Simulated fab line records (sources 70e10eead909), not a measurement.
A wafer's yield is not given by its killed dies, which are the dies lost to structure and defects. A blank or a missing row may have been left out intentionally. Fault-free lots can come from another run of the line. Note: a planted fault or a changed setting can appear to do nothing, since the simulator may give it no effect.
The tool behind it: which one? | flow nandHarc | 13 lots with 39 wafers sampled at 3 steps, on a route of 1159 steps

## WHAT THE GAUGES READ, wafer by wafer
NHARC_P_ZERO_WELL_CD_MEAS_37: target cd 720 nm. Usual: 720.0 nm for cdNm, sd 1.3.
lot  | measured    | on       | cdNm (nm)         | flag
L126 | day 1 16:08 | cdSem-01 | 721.4 721.4 723.4 | 
L127 | day 1 22:08 | cdSem-02 | 721.1 720.0 721.7 | 
L128 | day 2 04:14 | cdSem-02 | 717.8 719.7 717.6 | 
L130 | day 2 16:01 | cdSem-01 | 718.8 718.7 718.4 | 
L131 | day 2 22:00 | cdSem-01 | 720.6 718.8 719.9 | 
L133 | day 3 10:07 | cdSem-03 | 718.9 719.9 719.0 | 
L134 | day 3 16:05 | cdSem-02 | - - -             | OFF
L135 | day 3 22:35 | cdSem-02 | 719.8 719.6 721.8 | 
L144 | day 6 04:07 | cdSem-01 | 719.3 719.0 718.1 | 
L146 | day 6 16:11 | cdSem-02 | 719.5 719.4 719.5 | 
L147 | day 6 22:19 | cdSem-01 | 718.0 718.7 718.5 | 
L148 | day 7 04:16 | cdSem-02 | 721.2 721.7 721.1 | 
L149 | day 7 10:15 | cdSem-03 | 723.1 722.1 722.6 | 

NHARC_P_STI_CD_MEAS_16. Usual: 199.7 nm for cdNm, sd 1.9.
lot  | measured    | on       | cdNm (nm)         | flag
L126 | day 2 16:42 | cdSem-01 | 198.3 199.6 198.4 | 
L127 | day 2 16:35 | cdSem-03 | 201.1 199.5 200.2 | 
L128 | day 3 01:50 | cdSem-01 | 199.1 198.7 197.1 | 
L130 | day 3 13:12 | cdSem-01 | 195.4 199.1 200.1 | 
L131 | day 3 18:51 | cdSem-01 | 202.0 201.9 197.9 | 
L133 | day 4 08:15 | cdSem-02 | 204.2 200.7 202.5 | 
L135 | day 4 22:44 | cdSem-01 | 201.3 200.8 203.0 | 
L144 | day 6 20:47 | cdSem-01 | 200.6 201.3 203.4 | 
L146 | day 7 12:59 | cdSem-01 | 200.1 198.1 202.9 | 
L147 | day 7 19:27 | cdSem-01 | 199.8 199.2 198.5 | 
L148 | day 7 23:51 | cdSem-03 | 197.6 196.7 199.5 | 
L149 | day 8 05:55 | cdSem-02 | 200.2 201.0 198.0 | 

## WHICH TOOL RAN EACH LOT (tool, then ch and the chambers of the sampled wafers, then the start)
lot  | NHARC_P_ZERO_WELL_EXPOSE_34
L126 | krfScanner-01 ch 0, day 1 15:58
L127 | krfScanner-04 ch 0, day 1 21:58
L128 | krfScanner-03 ch 0, day 2 04:05
L130 | krfScanner-03 ch 0, day 2 15:52
L131 | krfScanner-03 ch 0, day 2 21:51
L133 | krfScanner-04 ch 0, day 3 09:57
L134 | krfScanner-04 ch 0, day 3 15:55
L135 | krfScanner-01 ch 0, day 3 22:26
L144 | krfScanner-04 ch 0, day 6 03:58
L146 | krfScanner-01 ch 0, day 6 16:02
L147 | krfScanner-03 ch 0, day 6 22:09
L148 | krfScanner-01 ch 0, day 7 04:07
L149 | krfScanner-03 ch 0, day 7 10:05
- NHARC_P_ZERO_WELL_EXPOSE_34: exposes mask P PWELL, target cd 720 nm.

## WHAT THE TOOLS THEMSELVES READ (means of the sampled wafers that have a number; where no wafer has one, the mark that the record gives instead)
NHARC_P_ZERO_WELL_EXPOSE_34. Usual: focusOffsetNm 0.0 nm, standard deviation 0.56; stageVelMmS 500.06 mm/s, standard deviation 0.25.
lot  | tool          | focusOffsetNm (nm) | stageVelMmS (mm/s) | flag
L126 | krfScanner-01 | -0.4               | 499.99             | 
L127 | krfScanner-04 | 0.3                | 500.26             | 
L128 | krfScanner-03 | 0.2                | 500.18             | 
L130 | krfScanner-03 | 0.7                | 500.09             | 
L131 | krfScanner-03 | -0.2               | 500.43             | 
L133 | krfScanner-04 | 0.1                | 499.88             | 
L134 | krfScanner-04 | -0.0               | 499.80             | 
L135 | krfScanner-01 | 0.3                | 500.22             | 
L144 | krfScanner-04 | -0.6               | 500.28             | 
L146 | krfScanner-01 | -0.4               | 500.39             | 
L147 | krfScanner-03 | -0.1               | 499.72             | 
L148 | krfScanner-01 | -1.0               | 499.67             | 
L149 | krfScanner-03 | 0.1                | 500.06             | 

## THE ANSWER, worked out from the rows above alone
Rule: take the mean of a lot's wafers that have a number; if it is more than 3 standard deviations from the usual mean, the lot is off. Also off: a lot with no number at a reading for which 4 or more lots have one. The other lots that the step has rows for count as sound. The gauges are gone through in route order, then the tools' own readings, and for those a lot's mean is taken as printed above. At the first step where some lot is off, the reading lying furthest off is the one used; lots without a number count as furthest.
Off, at NHARC_P_ZERO_WELL_CD_MEAS_37 on cdNm: L134. Without a number there: L134.
A tool fits if, at a process step before that reading, it ran every lot that is off, and no sound lot after the first of them. The gauges at NHARC_P_ZERO_WELL_CD_MEAS_37 are tried like those tools. Of those tried, none fits.

## WHAT THE SIMULATOR HAD PUT IN
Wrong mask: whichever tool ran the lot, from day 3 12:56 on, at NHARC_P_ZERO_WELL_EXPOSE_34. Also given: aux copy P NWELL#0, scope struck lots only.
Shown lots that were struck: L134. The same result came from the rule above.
